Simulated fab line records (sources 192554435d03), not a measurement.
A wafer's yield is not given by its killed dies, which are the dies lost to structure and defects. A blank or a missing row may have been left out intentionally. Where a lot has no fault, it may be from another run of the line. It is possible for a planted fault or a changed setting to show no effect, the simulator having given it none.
Which tool is to blame? ; flow n5 finfet ; 11 lots, 32 wafers sampled, at 5 steps of a route of 1938

WHAT THE GAUGES READ, wafer by wafer
The record holds no reading of a measuring or inspecting step that can be judged against a usual standard deviation.

EACH LOT AND THE TOOL THAT RAN IT (in order: tool; ch and the chambers of the sampled wafers; start)
lot;N5_BEOL_M9_CURE_72;N5_BEOL_M9_ALD_74;N5_BEOL_M9_DEP_56;N5_BEOL_M10_PECVD_70;N5_PASSIVATION_PROBE_49
L663;uv cure-01 ch 1, day 10 10:27;ald metal-01 ch 0,2,3, day 10 11:03;pecvd-01 ch 0,1,2, day 10 13:05;pecvd-03 ch 0,2, day 10 13:51;-
L664;uv cure-02 ch 2, day 10 15:27;ald metal-01 ch 0,1,3, day 10 15:56;pecvd-02 ch 1,2, day 10 19:08;pecvd-04 ch 0,2, day 10 19:55;-
L667;uv cure-02 ch 1, day 11 10:02;ald metal-03 ch 1,2,3, day 11 10:31;pecvd-01 ch 0,1,2, day 11 12:10;pecvd-03 ch 0,1,2, day 11 12:55;-
L665;uv cure-02 ch 0, day 11 10:28;ald metal-01 ch 2,3, day 11 11:08;pecvd-01 ch 0, day 11 14:16;pecvd-04 ch 0,1, day 11 15:02;-
L668;uv cure-03 ch 1, day 11 19:05;ald metal-04 ch 0,3, day 11 21:05;pecvd-03 ch 0,1,2, day 11 22:43;pecvd-04 ch 1,2, day 11 23:58;-
L670;uv cure-03 ch 2, day 12 17:37;ald metal-03 ch 0,3, day 12 18:34;pecvd-02 ch 0,1, day 12 20:04;pecvd-03 ch 0,2, day 12 20:50;-
L671;uv cure-01 ch 0, day 12 22:32;ald metal-01 ch 0,1, day 12 22:55;pecvd-01 ch 0,2, day 13 00:20;pecvd-03 ch 0,2, day 13 01:06;prober-02, day 15 09:50
L677;uv cure-03 ch 0, day 14 03:41;ald metal-04 ch 0,3, day 14 04:08;pecvd-02 ch 0,1,2, day 14 06:02;pecvd-03 ch 0,1,2, day 14 06:52;-
L679;uv cure-02 ch 2, day 14 17:53;ald metal-03 ch 0,1,3, day 14 18:55;pecvd-02 ch 0,1, day 14 20:24;pecvd-01 ch 0,1,2, day 14 21:40;-
L681;uv cure-03 ch 2, day 15 00:51;ald metal-04 ch 1,2,3, day 15 03:02;pecvd-03 ch 0,1,2, day 15 04:35;pecvd-04 ch 0,1,2, day 15 05:22;-
L680;uv cure-03 ch 0, day 15 06:56;ald metal-04 ch 2,3, day 15 07:49;pecvd-03 ch 1,2, day 15 09:32;pecvd-01 ch 0,1,2, day 15 10:23;-
- N5_BEOL_M9_CURE_72: cures SiCOH lowk, time 120 s.
- N5_BEOL_M9_ALD_74: deposits TaN, target thk 2 nm, pulse time 2 s, purge time 3 s.
- N5_BEOL_M9_DEP_56: deposits SiCN from 3MS/NH3, target thk 15 nm, time 26.5 s.
- N5_BEOL_M10_PECVD_70: deposits SiO2 from TEOS/O2, target thk 20 nm, time 22.7 s.
- N5_PASSIVATION_PROBE_49

AS READ BY THE TOOLS THEMSELVES (means over the sampled wafers that have a number; for cases with no such wafer, the mark the record gives instead)
N5_BEOL_M9_CURE_72. Usual: lamp power pct 52.30 %, standard deviation 0.058; wafer_temp_C_max 371.6, standard deviation 0.6.
lot;tool;lamp power pct (%);wafer_temp_C_max;flag
L663;uv cure-01;52.28;371.4;
L664;uv cure-02;52.30;371.7;
L667;uv cure-02;52.29;371.0;
L665;uv cure-02;52.30;371.5;
L668;uv cure-03;52.24;370.9;
L670;uv cure-03;52.33;371.2;
L671;uv cure-01;52.27;371.1;
L677;uv cure-03;52.29;372.5;
L679;uv cure-02;52.31;372.2;
L681;uv cure-03;52.24;371.3;
L680;uv cure-03;52.27;372.0;

N5_BEOL_M9_ALD_74. Usual: chamber pressure Torr 3.000 Torr, standard deviation 0.0067; heater power w 427 W, standard deviation 52.
lot;tool;chamber pressure Torr (Torr);heater power w (W);flag
L663;ald metal-01;2.995;395;
L664;ald metal-01;2.998;400;
L667;ald metal-03;2.999;429;
L665;ald metal-01;2.997;406;
L668;ald metal-04;2.996;392;
L670;ald metal-03;3.005;477;
L671;ald metal-01;3.004;410;
L677;ald metal-04;2.996;392;
L679;ald metal-03;2.994;458;
L681;ald metal-04;3.008;468;
L680;ald metal-04;2.996;431;

N5_BEOL_M9_DEP_56. Usual: chamber pressure Torr 3.000 Torr, standard deviation 0.0059; showerhead plenum p Torr 3.661 Torr, standard deviation 0.012; throttle valve pct 9.0 %, standard deviation 0.47.
lot;tool;chamber pressure Torr (Torr);showerhead plenum p Torr (Torr);throttle valve pct (%);flag
L663;pecvd-01;3.006;3.651;9.2;
L664;pecvd-02;3.005;3.656;8.4;
L667;pecvd-01;3.001;3.658;9.2;
L665;pecvd-01;2.993;3.644;8.9;
L668;pecvd-03;3.003;3.665;9.1;
L670;pecvd-02;3.000;3.662;8.8;
L671;pecvd-01;3.000;3.651;9.0;
L677;pecvd-02;3.003;3.665;8.6;
L679;pecvd-02;3.001;3.657;8.9;
L681;pecvd-03;3.006;3.669;9.0;
L680;pecvd-03;2.997;3.659;8.8;

N5_BEOL_M10_PECVD_70. Usual: chamber pressure Torr 5.503 Torr, standard deviation 0.013; heater power w 657 W, standard deviation 70; showerhead plenum p Torr 8.78 Torr, standard deviation 0.054; susceptor temp C 400.00 C, standard deviation 0.22; throttle valve pct 22.7 %, standard deviation 1.3.
lot;tool;chamber pressure Torr (Torr);heater power w (W);showerhead plenum p Torr (Torr);susceptor temp C (C);throttle valve pct (%);flag
L663;pecvd-03;5.489;708;8.82;400.37;21.9;
L664;pecvd-04;5.502;649;8.77;399.85;22.3;
L667;pecvd-03;5.509;648;8.80;399.96;22.4;
L665;pecvd-04;5.502;636;8.81;400.00;24.0;
L668;pecvd-04;5.499;588;8.83;399.88;23.1;
L670;pecvd-03;5.506;684;8.79;399.98;21.3;
L671;pecvd-03;5.511;671;8.80;396.87;21.4;OFF
L677;pecvd-03;5.502;661;8.79;398.57;22.4;OFF
L679;pecvd-01;5.504;661;8.75;400.07;22.5;
L681;pecvd-04;5.505;648;8.80;400.19;23.6;
L680;pecvd-01;5.505;641;8.75;399.83;22.7;

N5_PASSIVATION_PROBE_49. Usual: defect limited yield 91.2 %, standard deviation 1.4; killed_at_M0_to_M3 32, standard deviation 10; killed_at_M4_up 14, standard deviation 6.2; killed at contacts 12, standard deviation 6.3; killed at front end 42, standard deviation 13; killed at other 4, standard deviation 3.4; killed dies 104, standard deviation 17; killed open 67, standard deviation 12; killed short 34, standard deviation 8.1; sort_bin_4_leakage 0.02 %, standard deviation 0.13; sort_bin_5_function 5.2 %, standard deviation 0.93; sort_bin_6_memory 3.2 %, standard deviation 0.65; sort n pass 1075, standard deviation 16; sort yield pct 91.1 %, standard deviation 1.4.
lot;tool;defect limited yield (%);killed_at_M0_to_M3;killed_at_M4_up;killed at contacts;killed at front end;killed at other;killed dies;killed open;killed short;sort_bin_4_leakage (%);sort_bin_5_function (%);sort_bin_6_memory (%);sort n pass;sort yield pct (%);flag
L671;prober-02;91.7;28;13;14;40;4;98;72;26;0.00;5.1;2.8;1082;91.7;

THE ANSWER, worked out from the rows above alone
Rule: take the mean of a lot's wafers that have a number; if it is more than 3 standard deviations from the usual mean, the lot is off. A lot without any number at a reading at which 4 lots or more have one is off too. Any other lot the step has rows for is counted as sound. After the gauges, taken in route order, come the tools' own readings; for these a lot's mean is taken, as printed above. At the first step where some lot is off, the reading lying furthest off is the one used; lots without a number count as furthest.
Off, at N5_BEOL_M10_PECVD_70 on susceptor temp C: L671, L677.
A tool fits if, at that step or a process step before it, it ran every lot that is off, and no sound lot after the first of them. One fits: N5_BEOL_M10_PECVD_70 on pecvd-03. Its last sound lot is L670 (day 12 20:50), its first lot that is off L671 (day 13 01:06): a fault that began between those two fits.
On the lots that are off, the tool's own readings at N5_BEOL_M10_PECVD_70 differ by more than 5 times the standard deviation of the sound lots' means, which bears it out; susceptor temp C reads 397.72 C there versus 400.01 C on the sound lots.

WHAT WAS PUT IN BY THE SIMULATOR
pecvd-03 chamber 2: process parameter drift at N5_BEOL_M10_PECVD_70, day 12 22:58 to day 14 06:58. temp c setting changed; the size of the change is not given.
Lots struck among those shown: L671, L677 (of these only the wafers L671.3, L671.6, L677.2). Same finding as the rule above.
